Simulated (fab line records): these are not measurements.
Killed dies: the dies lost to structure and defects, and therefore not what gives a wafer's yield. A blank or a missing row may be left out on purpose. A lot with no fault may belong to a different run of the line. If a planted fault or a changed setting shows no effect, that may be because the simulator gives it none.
fab line records	flow n5Finfet
record: lots: 12	wafers: 36	lastDay: 18
route steps=1938 shown BEOL_M6@1248
lots with no fault: from the same line, run without faults
startH: hours from the record's first day to the start of the lot's first wafer shown	waitH: hours elapsed since this lot's preceding step	" repeats the value in the row above	L1.1+2: one row covering several wafers at once	- no value, or no start was given	* or withheld: withheld	< > ~ a bound
route shown NAME@n: a module of which the file shows steps, and the number in the route of the first	usual: the fault-free wafers' mean and standard deviation	same: alike in all rows	chamber/n: place in a boat	sites: readings site by site	_std_site: standard deviation across them	_edge_site: outer sites' mean less inner sites'	radiusMm: for every site, how far away it sits from the centre of the wafer	mask NAME#n: copy n	behind: the last tool/chamber to shape the wafer	hold: why the lot went on hold/how many hours it stayed there/how the hold came to an end	device: the transistor (n, p or np) that didn't switch	end of line: at the end of the route, the tests of the same wafers	for a step that has no rows: nothing shown but its recipe	killed: at the first sort, the dies lost to defects and structure; wafer yield is something else	map: shows each die of a wafer: x if killed, . if not, _ if none is there
set.NAME: setting as actually run; set.NAME@STEP: the setting as run at that earlier step	model.NAME: the simulator's own value behind a step, which no gauge read
route steps across a sampled set of lots; one table per step, one row per wafer
services: when a tool's chamber went out of use (startH, in hours from the record's first day, below 0 if earlier), for how many hours, and the reason
== steps ==
step: N5_BEOL_M6_CURE_75
recipe: tempC: 370	timeS: 120	ambient: DMADMS/He	material: SiCOH_lowk
usual: lampPowerPct: 52.32/0.053	wafer_temp_C_max: 371.8/0.59
lot.wafer	tool	chamber	startH	waitH	lampPowerPct	wafer_temp_C_max
L599.3	uvCure-03	1	177.95	0.1	52.30	372.3
L599.5	"	1	"	"	52.22	371.6
L599.6	"	1	"	"	52.26	371.6
L601.1	uvCure-01	1	196.06	0.0	52.33	371.9
L601.4	"	1	"	"	52.30	371.6
L601.5	"	1	"	"	52.35	372.7
L602.1	uvCure-01	1	204.74	0.2	52.32	371.7
L602.4	"	1	"	"	52.37	372.6
L602.6	"	1	"	"	52.47	372.5
L603.1	uvCure-03	0	205.02	0.0	52.37	370.8
L603.5	"	0	"	"	52.41	370.5
L603.6	"	0	"	"	52.21	371.0
L604.1	uvCure-01	1	208.53	0.0	52.32	372.4
L604.2	"	1	"	"	52.28	372.2
L604.3	"	1	"	"	52.32	372.3
L608.2	uvCure-03	2	234.82	0.1	52.29	371.6
L608.4	"	2	"	"	52.30	371.5
L608.6	"	2	"	"	52.28	370.9
L607.3	uvCure-03	0	235.34	0.1	52.28	371.3
L607.4	"	0	"	"	52.27	370.4
L607.6	"	0	"	"	52.31	371.0
L618.1	uvCure-02	2	304.79	0.2	52.22	372.5
L618.4	"	2	"	"	52.32	371.2
L618.6	"	2	"	"	52.27	371.7
L619.2	uvCure-01	2	315.39	0.1	52.30	371.9
L619.4	"	2	"	"	52.24	371.6
L619.5	"	2	"	"	52.38	372.2
L620.3	uvCure-02	2	329.32	0.3	52.29	371.8
L620.5	"	2	"	"	52.36	372.3
L620.6	"	2	"	"	52.24	372.1
L621.1	uvCure-02	1	336.87	0.0	52.38	371.5
L621.4	"	1	"	"	52.33	371.1
L621.5	"	1	"	"	52.50	371.1
L622.1	uvCure-02	1	345.95	0.0	52.35	371.5
L622.5	"	1	"	"	52.38	372.2
L622.6	"	1	"	"	52.31	371.8
step: N5_BEOL_M6_ALD_77
recipe: material: TaN	targetThkA: 20	tempC: 275	aldPrecursorFamily: PDMAT	aldCoReactant: NH3	pressureTorr: 3	carrierFlowSccm: 1500	pulseTimeS: 2	purgeTimeS: 3	coReactantPurgeTimeS: 2	coReactantPulseTimeS: 3	aldCycles: 40	precursorVesselTempC: 75	precursorVesselPressureTorr: 26.25	precursorVesselCarrierSccm: 1000
usual: aldCycles: 40/0	chamberPressureTorr: 3.000/0.0068	heaterPowerW: 446/49
lot.wafer	tool	chamber	startH	waitH	aldCycles	chamberPressureTorr	heaterPowerW
L599.3	aldMetal-01	1	178.57	0.0	40	3.012	402
L599.5	"	3	"	"	40	3.005	418
L599.6	"	2	"	"	40	2.979	520
L601.1	aldMetal-01	2	196.64	0.0	40	3.005	526
L601.4	"	0	"	"	40	2.998	408
L601.5	"	3	"	"	40	2.995	426
L602.1	aldMetal-01	1	205.34	0.2	40	2.989	411
L602.4	"	2	"	"	40	3.015	513
L602.6	"	0	"	"	40	3.001	410
L603.1	aldMetal-01	0	205.81	0.0	40	3.000	415
L603.5	"	1	"	"	40	3.001	411
L603.6	"	2	"	"	40	2.992	519
L604.1	aldMetal-01	0	209.05	0.0	51	3.008	415
L604.2	"	2	"	"	51	3.003	508
L604.3	"	1	"	"	51	2.996	401
L608.2	aldMetal-03	2	235.41	0.0	40	3.001	436
L608.4	"	3	"	"	40	3.001	478
L608.6	"	2	"	"	40	3.001	423
L607.3	aldMetal-01	3	235.95	0.0	51	2.997	426
L607.4	"	0	"	"	40	3.000	407
L607.6	"	3	"	"	40	3.000	426
L618.1	aldMetal-04	2	305.50	0.3	40	3.009	487
L618.4	"	1	"	"	40	3.001	460
L618.6	"	1	"	"	40	3.006	453
L619.2	aldMetal-04	3	317.79	0.0	40	3.000	510
L619.4	"	1	"	"	40	2.993	455
L619.5	"	2	"	"	40	2.995	493
L620.3	aldMetal-04	2	329.83	0.0	40	3.006	491
L620.5	"	3	"	"	40	3.000	488
L620.6	"	0	"	"	40	2.995	401
L621.1	aldMetal-03	2	337.89	0.3	40	3.001	437
L621.4	"	0	"	"	40	3.001	349
L621.5	"	2	"	"	40	2.998	442
L622.1	aldMetal-03	1	346.58	0.0	40	2.985	487
L622.5	"	2	"	"	40	3.002	433
L622.6	"	1	"	"	40	3.003	486
step: N5_BEOL_M6_THK_MEAS_53
recipe: thkMeasGauge: xrf	reads: Cu_of_BEOL_M6_ECD_50
usual: M6_THK: 81.3/2.9
lot.wafer	tool	chamber	startH	waitH	M6_THK[nm]
L599.3	filmMetro-02	-	180.51	-	77.6
L599.5	"	-	"	"	81.2
L599.6	"	-	"	"	78.5
L601.1	filmMetro-02	-	198.09	-	80.4
L601.4	"	-	"	"	80.5
L601.5	"	-	"	"	82.7
L602.1	filmMetro-01	-	207.09	-	79.9
L602.4	"	-	"	"	87.6
L602.6	"	-	"	"	80.4
L603.1	filmMetro-01	-	207.37	-	88.1
L603.5	"	-	"	"	85.7
L603.6	"	-	"	"	83.4
L604.1	filmMetro-02	-	210.47	-	78.0
L604.2	"	-	"	"	76.8
L604.3	"	-	"	"	81.1
L608.2	filmMetro-02	-	237.63	-	79.7
L608.4	"	-	"	"	78.4
L608.6	"	-	"	"	77.3
L607.3	filmMetro-01	-	238.42	-	81.4
L607.4	"	-	"	"	79.4
L607.6	"	-	"	"	83.3
L618.1	filmMetro-01	-	306.83	-	78.6
L618.4	"	-	"	"	80.0
L618.6	"	-	"	"	81.7
L619.2	filmMetro-02	-	319.11	-	79.0
L619.4	"	-	"	"	81.6
L619.5	"	-	"	"	82.0
L620.3	filmMetro-01	-	331.48	-	77.7
L620.5	"	-	"	"	77.7
L620.6	"	-	"	"	79.3
L621.1	filmMetro-01	-	339.82	-	81.1
L621.4	"	-	"	"	80.3
L621.5	"	-	"	"	79.1
L622.1	filmMetro-01	-	348.52	-	81.2
L622.5	"	-	"	"	78.6
L622.6	"	-	"	"	75.0
step: N5_BEOL_M6_RS_MEAS_57
recipe: thkMeasGauge: four-point-probe	reads: Cu_of_BEOL_M6_ECD_50+Co_of_BEOL_M6_CVD_78+TaN_of_BEOL_M6_ALD_77
usual: M6_RS: 0.285/0.011
lot.wafer	tool	chamber	startH	waitH	M6_RS[ohm/sq]
L599.3	filmMetro-02	-	180.65	0.1	0.298
L599.5	"	-	"	"	0.282
L599.6	"	-	"	"	0.293
L601.1	filmMetro-02	-	198.26	0.1	0.290
L601.4	"	-	"	"	0.288
L601.5	"	-	"	"	0.277
L602.1	filmMetro-01	-	207.25	0.1	0.290
L602.4	"	-	"	"	0.259
L602.6	"	-	"	"	0.290
L603.1	filmMetro-01	-	207.53	0.1	0.260
L603.5	"	-	"	"	0.267
L603.6	"	-	"	"	0.276
L604.1	filmMetro-02	-	210.63	0.1	0.299
L604.2	"	-	"	"	0.301
L604.3	"	-	"	"	0.284
L608.2	filmMetro-01	-	237.76	0.1	0.288
L608.4	"	-	"	"	0.292
L608.6	"	-	"	"	0.299
L607.3	filmMetro-01	-	238.56	0.1	0.286
L607.4	"	-	"	"	0.294
L607.6	"	-	"	"	0.277
L618.1	filmMetro-02	-	306.97	0.1	0.299
L618.4	"	-	"	"	0.293
L618.6	"	-	"	"	0.286
L619.2	filmMetro-02	-	319.24	0.1	0.295
L619.4	"	-	"	"	0.284
L619.5	"	-	"	"	0.283
L620.3	filmMetro-01	-	331.62	0.1	0.299
L620.5	"	-	"	"	0.300
L620.6	"	-	"	"	0.294
L621.1	filmMetro-01	-	339.95	0.1	0.286
L621.4	"	-	"	"	0.290
L621.5	"	-	"	"	0.296
L622.1	filmMetro-02	-	348.65	0.1	0.286
L622.5	"	-	"	"	0.296
L622.6	"	-	"	"	0.313
== services ==
tool	chamber	startH	hours	kind
uvCure-03	-	156.28	0.6	repair
aldMetal-01	-	161.44	8.7	pm
uvCure-02	-	172.99	1.0	pm
uvCure-03	-	192.98	0.3	repair
aldMetal-03	-	195.59	0.6	repair
aldMetal-04	-	197.69	0.3	repair
aldMetal-03	-	203.08	0.5	repair
uvCure-03	-	208.83	2.1	pm
aldMetal-04	-	231.06	8.7	pm
uvCure-01	-	249.66	0.5	repair
uvCure-01	-	250.81	0.8	repair
aldMetal-04	0	263.19	7.0	repair
uvCure-03	-	264.08	1.0	pm
uvCure-01	-	276.86	1.2	repair
uvCure-01	-	292.76	14.6	pm
uvCure-03	-	323.29	7.1	pm
aldMetal-04	-	337.25	14.0	pm
aldMetal-04	0	337.25	14.0	ventCycle
aldMetal-04	1	337.25	14.0	ventCycle
aldMetal-04	2	337.25	14.0	ventCycle
aldMetal-04	3	337.25	14.0	ventCycle
aldMetal-01	1	343.26	5.0	repair
uvCure-01	-	346.62	11.6	repair
== key ==
firstSign: step: N5_BEOL_M6_ALD_77	reading: aldCycles	direction: up	sigmas: 99+	usual: *	struck: *
effect none on later readings
metAt N5_BEOL_M6_ALD_77
struckLots L604,L607
struckWafers L604.1,L604.2,L604.3,L607.3
notActingAt N5_BEOL_M6_CURE_75,N5_BEOL_M6_THK_MEAS_53,N5_BEOL_M6_RS_MEAS_57
onsetBetween 205.81 209.05
fault: kind: processParameterDrift	tool: aldMetal-01	chamber: -	onsetH: 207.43	steps: N5_BEOL_M6_ALD_77	channel: aldCycles	offset: *	shape: step	endH: 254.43	scope: struckWafersOnly	actsIn: *	stated: *
